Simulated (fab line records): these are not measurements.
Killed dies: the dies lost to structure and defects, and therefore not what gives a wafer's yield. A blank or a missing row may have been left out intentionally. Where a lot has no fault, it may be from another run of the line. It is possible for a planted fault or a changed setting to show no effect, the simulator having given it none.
Which of the tools did it? + flow n5-finfet + 30 wafers from 10 lots sampled at 5 of the route's 1938 steps

== WHAT THE GAUGES SHOWED, per wafer ==
Not one reading of a measure or inspect step in the record can be checked against a usual standard deviation.

== EACH LOT AND THE TOOL THAT RAN IT (in order: tool; ch and the chambers of the sampled wafers; start) ==
| lot  | N5_BEOL_M5_SPUTTER_90        | N5_PASSIVATION_PECVD_55         | N5_PASSIVATION_AL_ETCH_33         | N5_PASSIVATION_STRIP_34            | N5_PASSIVATION_PROBE_49 |
|------|------------------------------|---------------------------------|-----------------------------------|------------------------------------|-------------------------|
| L550 | pvd-sputter-03, day 9 09:46  | pecvd-04 ch 0,1, day 12 16:41   | rie-metal-03 ch 0,1, day 12 23:23 | rie-diel-02 ch 1,2,3, day 12 23:54 | -                       |
| L554 | pvd-sputter-01, day 10 04:19 | pecvd-02 ch 1,2, day 13 11:53   | rie-metal-01 ch 0,1, day 13 14:34 | rie-diel-04 ch 0,2,3, day 13 14:58 | -                       |
| L552 | pvd-sputter-03, day 10 06:07 | pecvd-03 ch 0,1, day 14 04:52   | rie-metal-03 ch 0, day 14 07:21   | rie-diel-02 ch 0,1,3, day 14 07:55 | -                       |
| L553 | pvd-sputter-01, day 10 12:34 | pecvd-03 ch 1,2, day 14 05:19   | rie-metal-03 ch 0,1, day 14 10:59 | rie-diel-02 ch 0,1, day 14 11:32   | -                       |
| L556 | pvd-sputter-03, day 11 17:07 | pecvd-02 ch 0,2, day 15 07:13   | rie-metal-03 ch 0,1, day 15 15:06 | rie-diel-05 ch 1,2, day 15 15:37   | -                       |
| L561 | pvd-sputter-03, day 11 23:10 | pecvd-02 ch 0,1,2, day 15 17:53 | rie-metal-03 ch 0,1, day 15 20:25 | rie-diel-04 ch 0,1,3, day 15 20:56 | -                       |
| L558 | pvd-sputter-03, day 12 17:44 | pecvd-02 ch 0,2, day 16 05:52   | rie-metal-01 ch 0,1, day 16 09:37 | rie-diel-05 ch 0,1, day 16 10:08   | -                       |
| L562 | pvd-sputter-03, day 12 22:46 | pecvd-04 ch 0,1,2, day 16 22:16 | rie-metal-02 ch 0,1, day 17 01:56 | rie-diel-05 ch 1,2,3, day 17 02:27 | prober-02, day 17 06:46 |
| L571 | pvd-sputter-01, day 15 08:58 | pecvd-02 ch 0,1,2, day 18 23:53 | rie-metal-03 ch 0,1, day 19 03:52 | rie-diel-02 ch 0,1,2, day 19 04:24 | -                       |
| L572 | pvd-sputter-01, day 15 13:55 | pecvd-04 ch 0,1,2, day 19 07:01 | rie-metal-01 ch 0,1, day 19 11:21 | rie-diel-05 ch 1,2,3, day 19 11:52 | -                       |
- N5_BEOL_M5_SPUTTER_90: material Cu, target thk 4.5 nm, time 8.29 s.
- N5_PASSIVATION_PECVD_55: deposits SiO2 from SiH4/N2O, target thk 400 nm, time 22.5 s.
- N5_PASSIVATION_AL_ETCH_33: etches Al in Cl2/BCl3, stops on TaN, target depth 2800 nm, time 466.7 s.
- N5_PASSIVATION_STRIP_34: strips in O2.
- N5_PASSIVATION_PROBE_49

== AS READ BY THE TOOLS THEMSELVES (means over the sampled wafers that have a number; for cases with no such wafer, the mark the record gives instead) ==
N5_BEOL_M5_SPUTTER_90. Usual: throttle-valve-pct reads 30.0 % (standard deviation 1.1).
| lot  | tool           | throttle-valve-pct (%) | flag |
|------|----------------|------------------------|------|
| L550 | pvd-sputter-03 | 30.3                   |      |
| L554 | pvd-sputter-01 | 30.2                   |      |
| L552 | pvd-sputter-03 | 30.8                   |      |
| L553 | pvd-sputter-01 | 29.1                   |      |
| L556 | pvd-sputter-03 | 30.4                   |      |
| L561 | pvd-sputter-03 | 30.3                   |      |
| L558 | pvd-sputter-03 | 30.5                   |      |
| L562 | pvd-sputter-03 | 30.3                   |      |
| L571 | pvd-sputter-01 | 29.1                   |      |
| L572 | pvd-sputter-01 | 28.9                   |      |

N5_PASSIVATION_PECVD_55. Usual: heater-power-w 632 W, standard deviation 78; showerhead-plenum-p-Torr 8.19 Torr, standard deviation 0.099; throttle-valve-pct 52 %, standard deviation 4.2.
| lot  | tool     | heater-power-w (W) | showerhead-plenum-p-Torr (Torr) | throttle-valve-pct (%) | flag |
|------|----------|--------------------|---------------------------------|------------------------|------|
| L550 | pecvd-04 | 633                | 8.31                            | 53                     |      |
| L554 | pecvd-02 | 732                | 8.21                            | 54                     |      |
| L552 | pecvd-03 | 617                | 8.22                            | 56                     |      |
| L553 | pecvd-03 | 545                | 8.19                            | 56                     |      |
| L556 | pecvd-02 | 681                | 8.21                            | 49                     |      |
| L561 | pecvd-02 | 579                | 8.17                            | 52                     |      |
| L558 | pecvd-02 | 717                | 8.21                            | 49                     |      |
| L562 | pecvd-04 | 618                | 8.22                            | 52                     |      |
| L571 | pecvd-02 | 626                | 8.16                            | 53                     |      |
| L572 | pecvd-04 | 620                | 8.22                            | 52                     |      |

N5_PASSIVATION_AL_ETCH_33. Usual: chamber-pressure-mTorr 10.000 mTorr, standard deviation 0.011; drypump-motor-current-A 5.7 A, standard deviation 0.43; oes-product-au 0.71 a.u., standard deviation 0.082; throttle-valve-pct 34.41 %, standard deviation 0.27.
| lot  | tool         | chamber-pressure-mTorr (mTorr) | drypump-motor-current-A (A) | oes-product-au (a.u.) | throttle-valve-pct (%) | flag |
|------|--------------|--------------------------------|-----------------------------|-----------------------|------------------------|------|
| L550 | rie-metal-03 | 10.004                         | 5.9                         | 0.72                  | 34.35                  |      |
| L554 | rie-metal-01 | 10.010                         | 5.7                         | 0.58                  | 34.66                  |      |
| L552 | rie-metal-03 | 10.007                         | 6.3                         | 0.70                  | 34.45                  |      |
| L553 | rie-metal-03 | 9.997                          | 5.6                         | 0.74                  | 34.27                  |      |
| L556 | rie-metal-03 | 10.005                         | 6.0                         | 0.70                  | 34.39                  |      |
| L561 | rie-metal-03 | 9.984                          | 5.6                         | 0.71                  | 34.28                  |      |
| L558 | rie-metal-01 | 9.991                          | 5.6                         | 0.76                  | 34.57                  |      |
| L562 | rie-metal-02 | 10.004                         | 5.2                         | 0.71                  | 34.67                  |      |
| L571 | rie-metal-03 | 10.005                         | 5.6                         | 0.70                  | 34.28                  |      |
| L572 | rie-metal-01 | 9.998                          | 5.7                         | 0.81                  | 34.57                  |      |

N5_PASSIVATION_STRIP_34. Usual: chamber-pressure-mTorr 30.00 mTorr, standard deviation 0.087; drypump-motor-current-A 5.9 A, standard deviation 0.38; oes-product-au 0.80 a.u., standard deviation 0.08; rf-vpp-V 3.6 V, standard deviation 1.5; showerhead-plenum-p-Torr 2.12 Torr, standard deviation 0.098; throttle-valve-pct 16.59 %, standard deviation 0.19.
| lot  | tool        | chamber-pressure-mTorr (mTorr) | drypump-motor-current-A (A) | oes-product-au (a.u.) | rf-vpp-V (V) | showerhead-plenum-p-Torr (Torr) | throttle-valve-pct (%) | flag |
|------|-------------|--------------------------------|-----------------------------|-----------------------|--------------|---------------------------------|------------------------|------|
| L550 | rie-diel-02 | 30.01                          | 5.9                         | 0.79                  | 3.3          | 2.13                            | 16.57                  |      |
| L554 | rie-diel-04 | 29.92                          | 6.2                         | 0.78                  | 3.9          | 2.10                            | 16.70                  |      |
| L552 | rie-diel-02 | 30.07                          | 5.6                         | 0.76                  | 4.1          | 2.18                            | 16.55                  |      |
| L553 | rie-diel-02 | 30.01                          | 5.3                         | 0.78                  | 4.0          | 2.20                            | 16.55                  |      |
| L556 | rie-diel-05 | 29.98                          | 5.5                         | 0.74                  | 5.7          | 2.01                            | 16.77                  |      |
| L561 | rie-diel-04 | 29.97                          | 6.2                         | 0.91                  | 2.9          | 2.16                            | 16.35                  |      |
| L558 | rie-diel-05 | 30.00                          | 5.4                         | 0.71                  | 4.1          | 1.99                            | 16.79                  |      |
| L562 | rie-diel-05 | 29.99                          | 5.8                         | 0.79                  | 4.2          | 2.08                            | 16.73                  |      |
| L571 | rie-diel-02 | 29.98                          | 5.7                         | 0.77                  | 3.2          | 2.13                            | 16.62                  |      |
| L572 | rie-diel-05 | 30.00                          | 5.8                         | 0.76                  | 2.9          | 2.07                            | 16.72                  |      |

N5_PASSIVATION_PROBE_49. Usual: defect-limited-yield 91.0 %, standard deviation 1.5; killed_at_M0_to_M3 37, standard deviation 12; killed_at_M4_up 13, standard deviation 5; killed-at-contacts 13, standard deviation 6.1; killed-at-front-end 39, standard deviation 11; killed-at-other 4, standard deviation 3.2; killed-dies 106, standard deviation 17; killed-open 69, standard deviation 12; killed-short 35, standard deviation 7.9; sort_bin_4_leakage 0.00 %, standard deviation 0.007; sort_bin_5_function 5.3 %, standard deviation 1; sort_bin_6_memory 3.3 %, standard deviation 0.68; sort-n-pass 1074, standard deviation 17; sort-yield-pct 91.0 %, standard deviation 1.5.
| lot  | tool      | defect-limited-yield (%) | killed_at_M0_to_M3 | killed_at_M4_up | killed-at-contacts | killed-at-front-end | killed-at-other | killed-dies | killed-open | killed-short | sort_bin_4_leakage (%) | sort_bin_5_function (%) | sort_bin_6_memory (%) | sort-n-pass | sort-yield-pct (%) | flag |
|------|-----------|--------------------------|--------------------|-----------------|--------------------|---------------------|-----------------|-------------|-------------|--------------|------------------------|-------------------------|-----------------------|-------------|--------------------|------|
| L562 | prober-02 | 87.2                     | 47                 | 52              | 12                 | 40                  | 0               | 151         | 76          | 32           | 0.00                   | 7.6                     | 4.4                   | 1029        | 87.2               | OFF  |

== THE ANSWER, worked out from the rows above alone ==
Rule: lot off if the mean of its wafers having a number is beyond 3 standard deviations from the usual mean. Also off: a lot with no number at a reading for which 4 or more lots have one. All remaining lots with rows at the step are treated as sound. After the gauges, taken in route order, come the tools' own readings; for these a lot's mean is taken, as printed above. At the first step where some lot is off, the reading lying furthest off is the one used; lots without a number count as furthest.
Off, at N5_PASSIVATION_PROBE_49 on killed_at_M4_up: L562. Neither off nor sound, because the step has no rows for them: L550, L554, L552, L553, L556, L561, L558, L571, L572.
A tool fits if, at that step or a process step before it, it ran every lot that is off, and no sound lot after the first of them. Can't be told from this: 5 tools fit, pvd-sputter-03 at N5_BEOL_M5_SPUTTER_90, pecvd-04 at N5_PASSIVATION_PECVD_55, rie-metal-02 at N5_PASSIVATION_AL_ETCH_33, rie-diel-05 at N5_PASSIVATION_STRIP_34, prober-02 at N5_PASSIVATION_PROBE_49.

== WHAT THE SIMULATOR HAD INSERTED ==
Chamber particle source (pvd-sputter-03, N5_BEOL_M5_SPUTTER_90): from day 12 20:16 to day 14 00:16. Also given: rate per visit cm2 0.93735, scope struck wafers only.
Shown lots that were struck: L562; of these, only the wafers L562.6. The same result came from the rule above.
